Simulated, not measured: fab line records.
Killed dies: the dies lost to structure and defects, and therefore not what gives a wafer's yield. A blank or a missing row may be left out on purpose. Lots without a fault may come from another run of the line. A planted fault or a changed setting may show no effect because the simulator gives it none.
fab line records    flow nand-harc    part 2 of 2: steps 21 to 27 of 27
[record] lots = 5  wafers = 15  last-day = 24
route steps=1159 shown A_STAIRCASE@529
lots that met no fault: taken from a fault-free run of the same line
start-h: hours from the record's opening day to when the first of the lot's shown wafers began    wait-h: how many hours have passed since the lot's step before this one    " unchanged from the row above    L1.1+2: several wafers, shown together as one row    - no value, or no start given    * or withheld: withheld    < > ~ a bound
route shown NAME@n: names a module that has steps shown in the file, with the first one's number in the route    usual: mean and standard deviation over wafers with no fault    same: alike in all rows    chamber/n: place in a boat    sites: each site's reading    _std_site: the values' standard deviation    _edge_site: outer sites' mean less inner sites'    radius-mm: how far each site lies from the wafer's centre    mask NAME#n: copy n    behind: the last tool/chamber to shape the wafer    hold: why the lot went on hold/how many hours it stayed there/how the hold came to an end    device: whichever transistor did not switch (one of n, p or np)    end of line: the route-end tests of the same wafers    where a step has no rows: the recipe by itself    killed: dies that structure and defects cost at the first sort, which is not the same as the wafer's yield    map: a wafer's dies, marking killed ones x, the rest . and places with no die _
set.NAME: the setting as run; set.NAME@STEP: as run at that earlier step    model.NAME: the simulator's own value behind a step, which no gauge read
a table for each step, a row for each wafer; lots at some steps of the route
services: the hour from which a tool's chamber was out of use, counted from the record's first day as start-h (under 0 if before that day), plus the number of hours and why
[[steps]]
[step NHARC_A_STAIRCASE_TRIM_14]
[recipe] time-s = 211.2  o2-flow-sccm = 500  ar-flow-sccm = 0  bias-w = 0  chemistry = O2
[usual] drypump-motor-current-A = 5.6/0.42  oes-product-au = 1.003/0.0066  rf-vpp-V = 57.7/0.87  showerhead-plenum-p-Torr = 3.50/0.16  throttle-valve-pct = 17.036/0.0083
lot.wafer  tool         chamber  start-h  wait-h  drypump-motor-current-A  oes-product-au  rf-hours-counter-h  rf-vpp-V  showerhead-plenum-p-Torr  throttle-valve-pct
L080.1     rie-diel-01  2        -        -       5.4                      1.008           54                  58.4      3.35                      17.034
L080.3     "            3        "        "       5.0                      1.001           54                  57.7      3.30                      17.037
L080.6     "            2        "        "       5.4                      0.995           -                   57.2      3.35                      17.020
L087.4     rie-diel-05  3        -        -       5.0                      1.003           42                  56.2      3.45                      17.046
L087.2     "            0        "        "       6.1                      0.992           54                  58.2      3.27                      17.026
L087.6     "            0        "        "       6.1                      1.013           -                   56.8      3.27                      17.051
L091.4     rie-diel-01  1        -        -       6.0                      1.009           6                   59.0      3.66                      17.036
L091.6     "            2        "        "       5.4                      1.007           -                   57.0      3.34                      17.041
L091.5     "            3        "        "       5.0                      1.001           -                   57.7      3.80                      17.030
L092.2     rie-diel-10  3        -        -       5.3                      0.998           58                  60.5      3.64                      17.041
L092.5     "            2        "        "       6.1                      1.013           -                   57.9      3.69                      17.048
L092.6     "            3        "        "       5.3                      0.996           -                   57.4      3.64                      17.021
L095.4     rie-diel-05  1        -        -       6.0                      0.995           1                   57.6      3.49                      17.012
L095.3     "            2        "        "       5.3                      1.006           1                   58.0      3.54                      17.033
L095.1     "            0        "        "       6.1                      1.002           1                   57.7      3.81                      17.034
[step NHARC_A_STAIRCASE_ETCH_15]
[recipe] target-depth-a = 1000  time-s = 40.5  ion-energy-ev = 400  c4f8-flow-sccm = 20  o2-flow-sccm = 10  ar-flow-sccm = withheld  rf-w = 600  bias-w = 1000  chemistry = C4F8/O2
[usual] oes-product-au = 0.941/0.0091  rf-vpp-V = 895/5.9
lot.wafer  tool         chamber  start-h  wait-h  oes-product-au  rf-hours-counter-h  rf-vpp-V
L080.1     rie-diel-01  1        -        -       0.936           53                  901
L080.3     "            3        "        "       0.943           54                  888
L080.6     "            0        "        "       0.936           -                   891
L087.2     rie-diel-05  3        -        -       0.943           42                  892
L087.4     "            0        "        "       0.936           54                  885
L087.6     "            3        "        "       0.933           -                   895
L091.4     rie-diel-01  2        -        -       0.925           7                   889
L091.5     "            1        "        "       0.952           -                   900
L091.6     "            2        "        "       0.934           -                   890
L092.2     rie-diel-10  2        -        -       0.938           57                  902
L092.5     "            0        "        "       0.929           -                   887
L092.6     "            1        "        "       0.945           -                   904
L095.1     rie-diel-05  0        -        -       0.937           1                   906
L095.3     "            1        "        "       0.940           1                   896
L095.4     "            2        "        "       0.938           1                   896
[step NHARC_A_STAIRCASE_TRIM_16]
[recipe] time-s = 211.2  o2-flow-sccm = 500  ar-flow-sccm = 0  bias-w = 0  chemistry = O2
[usual] drypump-motor-current-A = 5.5/0.42  oes-product-au = 1.003/0.0065  rf-vpp-V = 57.6/0.93  showerhead-plenum-p-Torr = 3.50/0.16  throttle-valve-pct = 17.036/0.0092
lot.wafer  tool         chamber  start-h  wait-h  drypump-motor-current-A  oes-product-au  rf-hours-counter-h  rf-vpp-V  showerhead-plenum-p-Torr  throttle-valve-pct
L080.1     rie-diel-01  3        -        -       5.0                      0.998           54                  57.6      3.30                      17.038
L080.3     "            1        "        "       5.9                      0.998           54                  56.2      3.67                      17.057
L080.6     "            3        "        "       5.0                      1.001           -                   56.0      3.30                      17.036
L087.4     rie-diel-05  1        -        -       6.0                      1.004           51                  58.4      3.50                      17.034
L087.2     "            3        "        "       5.0                      1.004           42                  57.1      3.45                      17.032
L087.6     "            2        "        "       5.3                      1.003           -                   57.0      3.55                      17.028
L091.4     rie-diel-01  3        -        -       5.0                      1.015           8                   58.0      3.80                      17.034
L091.5     "            2        "        "       5.4                      1.009           -                   57.9      3.34                      17.052
L091.6     "            3        "        "       5.0                      1.013           -                   59.1      3.80                      17.031
L092.2     rie-diel-10  1        -        -       5.4                      1.001           57                  59.7      3.78                      17.038
L092.5     "            3        "        "       5.3                      1.002           -                   56.9      3.64                      17.037
L092.6     "            0        "        "       5.3                      1.006           -                   57.5      3.34                      17.035
L095.1     rie-diel-05  2        -        -       5.3                      1.000           1                   57.5      3.54                      17.048
L095.4     "            3        "        "       5.0                      1.002           1                   57.9      3.45                      17.037
L095.3     "            0        "        "       6.1                      1.014           1                   57.0      3.81                      17.026
[step NHARC_A_STAIRCASE_ETCH_17]
[recipe] target-depth-a = 1000  time-s = 40.5  ion-energy-ev = 400  c4f8-flow-sccm = 20  o2-flow-sccm = 10  ar-flow-sccm = withheld  rf-w = 600  bias-w = 1000  chemistry = C4F8/O2
[usual] oes-product-au = 0.943/0.0092  rf-vpp-V = 895/5.8
lot.wafer  tool         chamber  start-h  wait-h  oes-product-au  rf-hours-counter-h  rf-vpp-V
L080.3     rie-diel-01  3        -        -       0.926           54                  887
L080.1     "            1        "        "       0.949           54                  902
L080.6     "            2        "        "       0.944           -                   889
L087.4     rie-diel-05  2        -        -       0.946           49                  897
L087.2     "            0        "        "       0.956           54                  886
L087.6     "            2        "        "       0.949           -                   896
L091.4     rie-diel-01  2        -        -       0.939           7                   889
L091.6     "            2        "        "       0.942           -                   890
L091.5     "            3        "        "       0.950           -                   906
L092.2     rie-diel-10  2        -        -       0.935           57                  903
L092.5     "            3        "        "       0.929           -                   901
L092.6     "            0        "        "       0.925           -                   888
L095.1     rie-diel-05  0        -        -       0.947           1                   906
L095.3     "            2        "        "       0.933           1                   896
L095.4     "            3        "        "       0.942           1                   893
[step NHARC_A_STAIRCASE_TRIM_18]
[recipe] time-s = 211.2  o2-flow-sccm = 500  ar-flow-sccm = 0  bias-w = 0  chemistry = O2
[usual] drypump-motor-current-A = 5.6/0.41  oes-product-au = 1.002/0.0075  rf-vpp-V = 57.6/0.86  showerhead-plenum-p-Torr = 3.50/0.16  throttle-valve-pct = 17.037/0.0083
lot.wafer  tool         chamber  start-h  wait-h  drypump-motor-current-A  oes-product-au  rf-hours-counter-h  rf-vpp-V  showerhead-plenum-p-Torr  throttle-valve-pct
L080.1     rie-diel-01  3        -        -       5.0                      0.996           54                  57.1      3.30                      17.038
L080.3     "            1        "        "       5.9                      0.988           54                  58.3      3.67                      17.033
L080.6     "            0        "        "       5.6                      1.009           -                   59.5      3.40                      17.034
L087.4     rie-diel-05  1        -        -       6.0                      0.995           51                  56.7      3.50                      17.024
L087.2     "            3        "        "       5.0                      1.010           42                  56.8      3.45                      17.051
L087.6     "            1        "        "       6.0                      0.998           -                   58.8      3.50                      17.029
L091.4     rie-diel-01  3        -        -       5.0                      0.996           8                   57.9      3.80                      17.052
L091.5     "            2        "        "       5.4                      1.013           -                   57.2      3.34                      17.044
L091.6     "            3        "        "       5.1                      0.996           -                   58.2      3.80                      17.029
L092.2     rie-diel-10  3        -        -       5.3                      0.993           59                  57.8      3.64                      17.033
L092.5     "            1        "        "       5.4                      0.998           -                   57.9      3.78                      17.038
L092.6     "            2        "        "       6.1                      1.000           -                   58.6      3.69                      17.021
L095.1     rie-diel-05  0        -        -       6.1                      1.002           1                   58.2      3.81                      17.040
L095.4     "            2        "        "       5.3                      1.009           1                   59.1      3.54                      17.030
L095.3     "            3        "        "       5.0                      1.010           1                   56.3      3.45                      17.048
[step NHARC_A_STAIRCASE_ETCH_19]
[recipe] target-depth-a = 1000  time-s = 40.5  ion-energy-ev = 400  c4f8-flow-sccm = 20  o2-flow-sccm = 10  ar-flow-sccm = withheld  rf-w = 600  bias-w = 1000  chemistry = C4F8/O2
[usual] oes-product-au = 0.944/0.01  rf-vpp-V = 895/5.6
lot.wafer  tool         chamber  start-h  wait-h  oes-product-au  rf-hours-counter-h  rf-vpp-V
L080.3     rie-diel-01  1        -        -       0.939           54                  901
L080.1     "            2        "        "       0.945           55                  890
L080.6     "            0        "        "       0.940           -                   891
L087.4     rie-diel-05  2        -        -       0.937           49                  898
L087.2     "            3        "        "       0.942           42                  894
L087.6     "            0        "        "       0.940           -                   887
L091.4     rie-diel-01  0        -        -       0.937           8                   891
L091.6     "            0        "        "       0.945           -                   892
L091.5     "            1        "        "       0.930           -                   901
L092.2     rie-diel-10  3        -        -       0.939           59                  899
L092.5     "            2        "        "       0.930           -                   902
L092.6     "            3        "        "       0.938           -                   901
L095.1     rie-diel-05  3        -        -       0.941           1                   892
L095.4     "            0        "        "       0.942           1                   904
L095.3     "            2        "        "       0.933           1                   897
[step NHARC_A_STAIRCASE_TRIM_20]
[recipe] time-s = 211.2  o2-flow-sccm = 500  ar-flow-sccm = 0  bias-w = 0  chemistry = O2
[usual] drypump-motor-current-A = 5.5/0.39  oes-product-au = 1.002/0.0074  rf-vpp-V = 57.7/0.9  showerhead-plenum-p-Torr = 3.52/0.17  throttle-valve-pct = 17.037/0.0097
lot.wafer  tool         chamber  start-h  wait-h  drypump-motor-current-A  oes-product-au  rf-hours-counter-h  rf-vpp-V  showerhead-plenum-p-Torr  throttle-valve-pct
L080.1     rie-diel-01  1        277.69   0.1     6.0                      0.989           54                  59.3      3.67                      17.034
L080.3     "            3        "        "       5.1                      0.994           54                  57.1      3.30                      17.023
L080.6     "            1        "        "       6.0                      1.000           -                   56.7      3.67                      17.042
L087.4     rie-diel-10  0        316.92   0.1     5.2                      1.008           47                  57.9      3.34                      17.034
L087.2     "            2        "        "       6.1                      1.005           46                  58.9      3.70                      17.032
L087.6     "            1        "        "       5.4                      0.997           -                   57.3      3.78                      17.038
L091.4     rie-diel-05  2        339.88   0.1     5.3                      0.994           59                  57.1      3.54                      17.029
L091.5     "            1        "        "       6.0                      0.987           -                   56.4      3.49                      17.037
L091.6     "            2        "        "       5.3                      1.000           -                   58.8      3.54                      17.056
L092.2     rie-diel-01  2        344.52   0.2     5.4                      1.011           9                   56.9      3.34                      17.020
L092.6     "            3        "        "       5.0                      1.008           -                   58.5      3.80                      17.045
L092.5     "            0        "        "       5.6                      1.020           -                   58.3      3.39                      17.032
L095.3     rie-diel-01  0        353.98   0.1     5.6                      1.007           14                  57.8      3.39                      17.045
L095.4     "            1        "        "       6.0                      1.000           12                  58.7      3.65                      17.046
L095.1     "            2        "        "       5.4                      1.001           13                  58.3      3.34                      17.041
[[services]]
tool             chamber  start-h  hours  kind
plasma-asher-02  -        253.11   1.6    repair
krf-scanner-01   -        256.00   4.0    pm
plasma-asher-02  -        264.87   6.9    repair
krf-scanner-03   -        268.16   0.6    repair
wet-bench-07     -        272.00   8.0    pm
rie-diel-05      0        272.38   -      clean
rie-diel-05      1        272.38   -      clean
rie-diel-05      2        272.38   -      clean
rie-diel-05      3        272.38   -      clean
plasma-asher-01  -        276.77   9.0    pm
krf-scanner-03   -        277.77   0.4    repair
krf-scanner-02   -        280.72   5.6    repair
rie-diel-05      0        296.92   -      clean
rie-diel-05      1        296.92   -      clean
rie-diel-05      2        296.92   -      clean
rie-diel-05      3        296.92   -      clean
wet-bench-05     -        313.34   5.8    repair
rie-diel-01      -        315.10   9.0    pm
krf-scanner-03   -        315.40   0.5    repair
rie-diel-05      0        321.44   -      clean
rie-diel-05      1        321.44   -      clean
krf-scanner-03   -        340.00   4.0    pm
litho-track-02   -        340.00   7.0    pm
rie-diel-10      -        353.50   9.0    pm
